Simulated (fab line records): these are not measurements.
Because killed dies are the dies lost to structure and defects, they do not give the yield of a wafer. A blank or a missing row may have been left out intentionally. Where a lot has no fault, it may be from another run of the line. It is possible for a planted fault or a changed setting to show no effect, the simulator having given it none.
A lot that was struck, set against a sound lot    flow nand_harc    39 steps out of a route of 1302
Sound: the wafers L278.2, L278.4, L278.6. The struck wafers were L270.3, L270.4, L270.5. The cause is named last.
For every step that has rows: the tool of each side, followed by ch and its chambers, followed by its first start. Under that, the readings that differ: sound wafers    struck wafers    difference of the means    sigmas: that difference in standard deviations of wafers without a fault.
alike: same words and numbers on both sides, and readings whose means sit less than 2 such deviations apart. not compared: any withheld reading, any reading some wafer has no value for, any bound like >300 that may hide the same value, and any number with overlapping values for which the record gives no deviation.
The two part at a step that has a row with sigmas, a row that says differs or no value, or rows on one side only. Numbers that don't overlap but have no deviation are shown without sigmas and don't part them. A reading that every wafer of one side lacks parts them only if that side has two wafers or more.

first, 9 steps without rows for these wafers: NHARC_A_CHANNEL_HOLE_D1_DEP_00 (deposits aC, target thk 3100 nm); NHARC_A_CHANNEL_HOLE_D1_DEP_01 (deposits SiON, target thk 140 nm); NHARC_A_CHANNEL_HOLE_D1_DEHYDRATE_02 (time 120 s); NHARC_A_CHANNEL_HOLE_D1_HMDS_03 (time 30 s); NHARC_A_CHANNEL_HOLE_D1_COAT_36 (time 75 s); NHARC_A_CHANNEL_HOLE_D1_COAT_37 (time 65 s); NHARC_A_CHANNEL_HOLE_D1_COAT_04 (resist thk 90 nm); NHARC_A_CHANNEL_HOLE_D1_SOFTBAKE_05 (time 55 s); NHARC_A_CHANNEL_HOLE_D1_EBR_06.
NHARC_A_CHANNEL_HOLE_D1_EXPOSE_07: exposes mask HOLE D1, target cd 100 nm.
  sound on arfi_scanner-02 ch 0, day 16 19:02; struck on arfi_scanner-01 ch 0, day 13 07:37
reading               sound              struck             difference  sigmas
exposure_dose_mJ_cm2  59.55 59.65 59.61  46.61 46.56 46.59  -13.02      -99 or more
  alike: mask
then, 2 steps without rows for these wafers: NHARC_A_CHANNEL_HOLE_D1_PEB_08 (peb time 65 s); NHARC_A_CHANNEL_HOLE_D1_DEVELOP_09 (develop time 35 s).
NHARC_A_CHANNEL_HOLE_D1_CD_MEAS_10: the cd target is 100 nm.
  sound on cd_sem-01 ch 0, day 16 19:11; struck on cd_sem-01 ch 0
reading     sound              struck          difference  sigmas
cd_nm (nm)  100.4 101.0 101.0  87.9 87.5 87.8  -13.1       -25
  not compared: hold
NHARC_A_CHANNEL_HOLE_D1_OVL_MEAS_11:
  sound: overlay-01 at day 16 19:16; struck: overlay-01 at day 13 10:41
reading  sound  struck                                                                      difference                    sigmas
hold     - - -  await_dispo/2.7h/release await_dispo/2.7h/release await_dispo/2.7h/release  no value on the sound wafers  
  alike: overlay_x_nm, overlay_y_nm
NHARC_A_CHANNEL_HOLE_D1_DESCUM_15: chemistry O2, time 3 s.
  sound on rie_diel-02 ch 0,1,3, day 16 19:23; struck on rie_diel-02 ch 0,3, day 13 10:53
reading                             sound              struck             difference  sigmas
model.A_CHANNEL_HOLE_D1.cd_nm (nm)  99.71 101.4 101.8  87.57 87.73 88.29  -13.11      
  alike: drypump_motor_current_A, mfc_ar_sccm, o2_flow_sccm, oes_product_au, rf_vpp_V, showerhead_plenum_p_Torr, throttle_valve_pct
  not compared: rf_hours_counter_h
then, 4 steps without rows for these wafers: NHARC_A_CHANNEL_HOLE_D1_ETCH_38 (etches the open film in CF4, target depth 39 nm, time 65 s); NHARC_A_CHANNEL_HOLE_D1_ETCH_39 (etches the open film in N2/H2, target depth 260 nm, time 325 s); NHARC_A_CHANNEL_HOLE_D1_ETCH_34 (etches the open film in CF4/CHF3, target depth 154 nm, time 77 s); NHARC_A_CHANNEL_HOLE_D1_ETCH_16 (etches the open film in O2/COS, target depth 3100 nm, time 806 s).
NHARC_A_CHANNEL_HOLE_D1_CD_MEAS_18:
  sound: cd_sem-02 at day 16 20:28; struck: cd_sem-02 at day 13 12:44
reading     sound        struck    difference  sigmas
cd_nm (nm)  100 101 102  89 85 95  -11         -4
  not compared: hold
then, 11 steps without rows for these wafers: NHARC_A_CHANNEL_HOLE_D1_ETCH_20 (etches the open film in C4F8/O2/Ar, time 361.9 s, target depth 1600 nm); NHARC_A_CHANNEL_HOLE_D1_ETCH_21 (etches the open film in C4F8/O2/Ar, time 514.3 s, target depth 1600 nm); NHARC_A_CHANNEL_HOLE_D1_ETCH_22 (etches the open film in C4F8/O2/Ar, time 666.7 s, target depth 1600 nm); NHARC_A_CHANNEL_HOLE_D1_ETCH_23 (etches the open film in C4F8/O2/Ar, time 819 s, target depth 1600 nm); NHARC_A_CHANNEL_HOLE_D1_ETCH_24 (etches the open film in C4F8/O2/Ar, time 906.2 s, target depth 1500 nm); NHARC_A_CHANNEL_HOLE_D1_ETCH_25 (etches the open film in C4F8/O2/Ar, time 1040.2 s, target depth 1500 nm); NHARC_A_CHANNEL_HOLE_D1_ETCH_26 (etches the open film in C4F8/O2/Ar, time 224.1 s, target depth 300 nm); NHARC_A_CHANNEL_HOLE_D1_ETCH_33 (etches the open film in C4F8/O2/Ar, time 90 s, target depth 400 nm); NHARC_A_CHANNEL_HOLE_D1_STRIP_41 (strips in N2/H2); NHARC_A_CHANNEL_HOLE_D1_STRIP_42 (strips in CF4/CHF3); NHARC_A_CHANNEL_HOLE_D1_STRIP_43 (strips in O2/COS).
NHARC_A_CHANNEL_HOLE_D1_ETCH_44: etches the open film in CF4/O2, target depth 140 nm, overetch 14 nm, time 77 s.
  sound on rie_diel-02 ch 0,1, day 17 01:20; struck on rie_diel-10 ch 0,2,3, day 13 22:03
reading                             sound              struck            difference  sigmas
model.A_CHANNEL_HOLE_D1.cd_nm (nm)  92.24 91.87 91.32  77.5 79.37 81.54  -12.3       
  alike: cf4_flow_sccm, drypump_motor_current_A, mfc_ar_sccm, o2_flow_sccm, oes_product_au, rf_vpp_V, showerhead_plenum_p_Torr, throttle_valve_pct
  not compared: rf_hours_counter_h
then, 3 steps without rows for these wafers: NHARC_A_CHANNEL_HOLE_D1_STRIP_27 (strips in O2); NHARC_A_CHANNEL_HOLE_D1_PRECLEAN_28 (cleans in SC1); NHARC_A_CHANNEL_HOLE_D1_SRD_29.
NHARC_A_CHANNEL_HOLE_D1_CD_MEAS_30:
  sound: cd_sem-01 at day 17 02:08; struck: cd_sem-03 at day 13 23:03
reading     sound           struck          difference  sigmas
cd_nm (nm)  91.5 91.9 92.3  77.8 79.9 81.1  -12.3       -7
  not compared: hold
NHARC_A_CHANNEL_HOLE_D1_XSEM_31:
  sound on xsem-02 ch 0, day 17 02:14; struck on xsem-01 ch 0, day 14 01:30
reading         sound           struck                                                                      difference                    sigmas
hold            - - -           await_dispo/2.4h/release await_dispo/2.4h/release await_dispo/2.4h/release  no value on the sound wafers  
bot_cd_nm (nm)  76.7 76.5 77.4  62.1 63.9 65.5                                                              -13.0                         -7
bow_nm (nm)     8.8 8.8 8.8     7.9 7.9 7.9                                                                 -0.9                          -3
  alike: tilt_deg
-- break in the record here, with 15 days between the starts of the struck wafers on either side (left off in module A_CHANNEL_HOLE_D1, picked up again in module END, where the first step shown is number 1301 on the route) --
NHARC_END_WLT_00:
  sound: prober-01 at day 31 23:41; struck: prober-02 at day 29 10:46
reading                            sound              struck             difference  sigmas
VT_DECK1_BOTTOM                    0.882 0.881 0.879  0.825 0.835 0.832  -0.050      -5
VT_DECK1_BOTTOM_INNER              0.879 0.885 0.879  0.821 0.828 0.838  -0.052      -6
VT_DECK1_MEDIAN_NEAR_BOTTOM        0.879 0.875 0.878  0.827 0.832 0.838  -0.045      -5
VT_DECK1_MEDIAN_NEAR_BOTTOM_INNER  0.883 0.886 0.883  0.816 0.831 0.845  -0.053      -5
VT_DECK1_MIDDLE                    0.896 0.893 0.898  0.846 0.840 0.841  -0.053      -6
VT_DECK1_MIDDLE_INNER              0.895 0.896 0.897  0.843 0.844 0.846  -0.052      -6
VT_DECK1_TOP                       0.907 0.911 0.901  0.855 0.862 0.861  -0.047      -5
VT_DECK1_TOP_INNER                 0.898 0.913 0.897  0.859 0.860 0.863  -0.042      -5
VT_DECK2_BOTTOM_INNER              0.862 0.869 0.858  0.890 0.885 0.879  +0.022      +2
VT_DECK2_MEDIAN_NEAR_BOTTOM_INNER  0.874 0.869 0.869  0.893 0.891 0.887  +0.020      +2
  alike: VT_DECK2_BOTTOM, VT_DECK2_MEDIAN_NEAR_BOTTOM, VT_DECK2_MIDDLE, VT_DECK2_MIDDLE_INNER, VT_DECK2_TOP, VT_DECK2_TOP_INNER
NHARC_END_SORT_01:
  the record has rows for the struck wafers here (prober-02 ch 0, day 29 14:22) and none for the sound ones

## WHERE THEY PART
First at NHARC_A_CHANNEL_HOLE_D1_EXPOSE_07; last, within this record, at NHARC_END_SORT_01.

WHY: what had been put in by the simulator
Process parameter drift: arfi_scanner-01, from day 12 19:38 on, at NHARC_A_CHANNEL_HOLE_D1_EXPOSE_07. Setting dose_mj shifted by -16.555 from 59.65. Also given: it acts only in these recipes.
